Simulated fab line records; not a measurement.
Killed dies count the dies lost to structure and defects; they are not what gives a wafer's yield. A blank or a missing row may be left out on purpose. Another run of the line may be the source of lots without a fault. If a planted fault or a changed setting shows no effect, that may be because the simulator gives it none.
Which of the tools did it?    flow n5-finfet    Sampling: 22 lots, 66 wafers, 4 of 1938 route steps

WHAT EACH GAUGE READ, for each wafer
N5_MOL_CONTACT_COAG_CD_MEAS_99: the cd target is 17.2 nm.
lot   measured      on         cd-nm (nm)
L074  day 4 18:31   cd-sem-03  18.0 17.7 16.9
L075  day 4 21:01   cd-sem-01  17.4 17.3 17.2
L076  day 5 03:24   cd-sem-02  17.6 17.1 18.2
L077  day 5 10:11   cd-sem-03  17.7 17.9 17.4
L078  day 5 16:37   cd-sem-03  17.8 17.5 17.5
L079  day 5 22:55   cd-sem-03  17.1 17.8 17.0
L080  day 6 07:29   cd-sem-02  17.4 17.1 17.3
L081  day 6 09:58   cd-sem-01  17.7 17.1 17.6
L082  day 6 14:36   cd-sem-02  17.3 16.6 16.9
L083  day 6 19:50   cd-sem-03  17.2 17.6 17.4
L084  day 7 04:04   cd-sem-03  17.7 17.1 17.4
L085  day 7 13:00   cd-sem-01  17.5 18.0 17.3
L086  day 7 20:40   cd-sem-03  17.6 17.3 17.4
L088  day 8 05:56   cd-sem-02  17.3 17.4 16.7
L089  day 8 18:41   cd-sem-03  16.6 17.6 17.1
L090  day 9 01:25   cd-sem-01  16.6 16.8 16.5
L092  day 9 09:27   cd-sem-01  17.0 17.5 17.7
L093  day 9 12:05   cd-sem-02  16.8 16.8 17.0
L094  day 9 20:50   cd-sem-02  17.5 17.4 17.1
L095  day 9 23:14   cd-sem-01  18.0 17.8 16.7
L096  day 10 10:51  cd-sem-02  17.0 17.4 17.3
L097  day 10 11:40  cd-sem-01  17.5 17.3 17.6

N5_MOL_CONTACT_COAG_CD_MEAS_40: the cd target is 25.1 nm.
lot   measured      on         cd-nm (nm)
L074  day 5 06:40   cd-sem-03  25.42 25.47 25.38
L075  day 5 09:14   cd-sem-01  25.56 25.69 25.32
L076  day 5 13:05   cd-sem-01  24.96 25.32 24.56
L077  day 6 00:01   cd-sem-03  25.04 25.08 25.15
L078  day 6 06:59   cd-sem-02  25.09 25.55 25.35
L079  day 6 10:38   cd-sem-03  25.29 25.15 24.79
L080  day 6 17:49   cd-sem-02  25.20 24.67 25.21
L081  day 6 23:31   cd-sem-02  25.20 25.33 25.21
L082  day 7 03:01   cd-sem-03  24.88 25.33 25.21
L083  day 7 06:16   cd-sem-02  25.45 25.05 25.07
L084  day 7 15:02   cd-sem-03  25.49 25.30 25.46
L085  day 7 23:37   cd-sem-03  25.10 24.92 24.95
L086  day 8 10:17   cd-sem-03  24.73 24.66 24.86
L088  day 8 18:35   cd-sem-02  24.82 24.83 25.21
L089  day 9 06:28   cd-sem-01  25.23 24.75 25.36
L090  day 9 12:48   cd-sem-02  25.21 25.36 25.37
L092  day 9 22:52   cd-sem-02  25.18 25.30 24.86
L093  day 10 02:37  cd-sem-03  25.45 25.35 25.09
L094  day 10 06:28  cd-sem-01  25.51 25.00 24.94
L095  day 10 10:22  cd-sem-03  25.10 24.77 25.77
L096  day 10 21:26  cd-sem-03  25.24 25.26 24.89
L097  day 11 00:56  cd-sem-01  25.42 24.78 24.95

TOOL THAT RAN EACH LOT (tool first, then ch and the chambers of the sampled wafers, then the start)
lot   N5_MOL_CONTACT_COAG_ALD_20           N5_MOL_CONTACT_COAG_ETCH_89
L074  ald-metal-02 ch 1,3, day 4 19:07     rie-diel-01 ch 1,2, day 5 05:27
L075  ald-metal-01 ch 0,1,2, day 4 21:37   rie-diel-05 ch 0,3, day 5 07:59
L076  ald-metal-01 ch 1,2, day 5 03:59     rie-diel-01 ch 0,1, day 5 11:26
L077  ald-metal-02 ch 0,1,2, day 5 14:12   rie-diel-04 ch 1,2,3, day 5 22:55
L078  ald-metal-02 ch 0,2,3, day 5 18:02   rie-diel-05 ch 1,2,3, day 6 05:54
L079  ald-metal-02 ch 1,2, day 6 01:35     rie-diel-01 ch 0,1,2, day 6 09:33
L080  ald-metal-02 ch 1,3, day 6 08:26     rie-diel-01 ch 0,1,2, day 6 16:36
L081  ald-metal-01 ch 0,1,2, day 6 10:47   rie-diel-01 ch 1,2,3, day 6 22:19
L082  ald-metal-01 ch 0,1,3, day 6 17:46   rie-diel-05 ch 0,1,2, day 7 01:39
L083  ald-metal-02 ch 0,2,3, day 6 21:25   rie-diel-04 ch 2,3, day 7 05:04
L084  ald-metal-04 ch 0,1,3, day 7 04:43   rie-diel-05 ch 1,2,3, day 7 13:50
L085  ald-metal-04 ch 1,2,3, day 7 13:44   rie-diel-01 ch 0,1,2, day 7 22:32
L086  ald-metal-04 ch 1,3, day 7 21:41     rie-diel-05 ch 0,2, day 8 09:04
L088  ald-metal-04 ch 0,1, day 8 06:30     rie-diel-05 ch 1,2,3, day 8 17:19
L089  ald-metal-02 ch 0,2,3, day 8 19:49   rie-diel-05 ch 0,1, day 9 05:22
L090  ald-metal-02 ch 0,2,3, day 9 02:02   rie-diel-01 ch 0,2, day 9 11:35
L092  ald-metal-02 ch 0,2,3, day 9 10:17   rie-diel-04 ch 0,3, day 9 21:47
L093  ald-metal-02 ch 0,1,3, day 9 13:12   rie-diel-04 ch 0,1, day 10 01:32
L094  ald-metal-04 ch 0,3, day 9 21:27     rie-diel-01 ch 0,1, day 10 05:15
L095  ald-metal-02 ch 1,3, day 10 00:26    rie-diel-04 ch 0,1,3, day 10 09:00
L096  ald-metal-01 ch 0,1,2, day 10 11:34  rie-diel-05 ch 1,2, day 10 20:21
L097  ald-metal-02 ch 2,3, day 10 13:54    rie-diel-05 ch 2,3, day 10 23:34
- N5_MOL_CONTACT_COAG_ALD_20: deposits TiN, target thk 1.5 nm, pulse time 1 s, purge time 3 s.
- N5_MOL_CONTACT_COAG_ETCH_89: etches underlayer in N2/H2, target depth 13 nm, time 10.4 s.

AS READ BY THE TOOLS THEMSELVES (means over the sampled wafers that have a number; for cases with no such wafer, the mark the record gives instead)
N5_MOL_CONTACT_COAG_ALD_20.
lot   tool          chamber-pressure-Torr (Torr)  heater-power-outer-w (W)  heater-power-w (W)  precursor-pulse-height-rel
L074  ald-metal-02  3.004                         615                       989                 0.994
L075  ald-metal-01  2.995                         581                       915                 0.997
L076  ald-metal-01  3.003                         594                       960                 0.999
L077  ald-metal-02  2.999                         573                       923                 0.994
L078  ald-metal-02  3.000                         588                       938                 1.001
L079  ald-metal-02  2.995                         564                       905                 0.992
L080  ald-metal-02  3.010                         616                       979                 0.990
L081  ald-metal-01  3.003                         581                       901                 1.012
L082  ald-metal-01  2.999                         557                       864                 0.994
L083  ald-metal-02  3.002                         588                       959                 1.019
L084  ald-metal-04  2.995                         552                       917                 1.002
L085  ald-metal-04  3.000                         545                       961                 0.976
L086  ald-metal-04  2.993                         514                       867                 0.977
L088  ald-metal-04  3.009                         603                       974                 0.998
L089  ald-metal-02  3.002                         579                       934                 0.995
L090  ald-metal-02  2.997                         588                       934                 1.026
L092  ald-metal-02  3.000                         578                       958                 0.989
L093  ald-metal-02  3.003                         629                       998                 1.015
L094  ald-metal-04  3.001                         567                       954                 0.999
L095  ald-metal-02  3.002                         632                       1002                1.003
L096  ald-metal-01  2.996                         574                       930                 0.997
L097  ald-metal-02  3.007                         543                       869                 0.985

N5_MOL_CONTACT_COAG_ETCH_89.
lot   tool         drypump-motor-current-A (A)  etch-rf-on-time-s (s)  h2-flow-sccm (sccm)  oes-product-au (a.u.)  rf-vpp-V (V)  showerhead-plenum-p-Torr (Torr)  throttle-valve-pct (%)
L074  rie-diel-01  5.3                          10.2                   200.9                0.73                   525.5         2.56                             17.65
L075  rie-diel-05  4.9                          10.1                   200.1                0.62                   522.3         2.51                             17.95
L076  rie-diel-01  5.7                          10.7                   199.9                0.76                   522.6         2.50                             17.63
L077  rie-diel-04  5.5                          10.7                   200.1                0.59                   524.1         2.55                             17.97
L078  rie-diel-05  5.4                          10.4                   200.1                0.67                   522.0         2.48                             17.91
L079  rie-diel-01  5.5                          10.4                   200.0                0.74                   523.4         2.53                             17.65
L080  rie-diel-01  5.5                          10.4                   200.0                0.73                   523.4         2.53                             17.66
L081  rie-diel-01  5.5                          10.5                   199.9                0.66                   525.6         2.58                             17.82
L082  rie-diel-05  5.4                          10.5                   199.9                0.66                   519.6         2.43                             18.03
L083  rie-diel-04  5.5                          10.6                   199.9                0.59                   526.1         2.60                             17.97
L084  rie-diel-05  5.4                          10.6                   199.5                0.65                   522.4         2.48                             17.92
L085  rie-diel-01  5.5                          10.3                   200.3                0.72                   523.6         2.52                             17.68
L086  rie-diel-05  5.1                          10.3                   198.3                0.63                   520.1         2.41                             18.18
L088  rie-diel-05  5.4                          10.4                   200.5                0.65                   521.6         2.48                             17.94
L089  rie-diel-05  5.1                          10.7                   199.2                0.62                   520.1         2.45                             17.96
L090  rie-diel-01  5.8                          10.6                   200.7                0.73                   522.7         2.49                             17.58
L092  rie-diel-04  5.7                          10.4                   199.4                0.76                   525.3         2.60                             17.47
L093  rie-diel-04  5.9                          10.7                   200.5                0.77                   526.4         2.64                             17.58
L094  rie-diel-01  5.7                          10.7                   200.1                0.70                   522.3         2.48                             17.70
L095  rie-diel-04  5.6                          10.3                   199.8                0.78                   525.9         2.64                             17.55
L096  rie-diel-05  5.7                          10.5                   199.8                0.65                   519.0         2.39                             18.17
L097  rie-diel-05  5.2                          10.1                   199.7                0.61                   523.0         2.52                             18.00

THE ANSWER, worked out from the rows above alone
Rule: the usual values come from the lots themselves. The widest of any qualifying gaps counts: lots, ordered by their means at a reading, are off when they make up no more than a third of the lots, leave a main group of 4 or more, and stand apart from it by 3 or more times the standard deviation of that group's means. Not used: any main group whose means are identical at the precision the tables above print for the reading. Also off: a lot with no number at a reading for which 4 or more lots have one. Where the step has rows for the other lots, those lots are counted as sound. After the gauges, taken in route order, come the tools' own readings; for these a lot's mean is taken, as printed above. At the first step where some lot is off, the reading lying furthest off is the one used; lots without a number count as furthest.
Nothing can be told from this: no lot is off at any reading shown.

WHAT HAD BEEN PUT IN BY THE SIMULATOR
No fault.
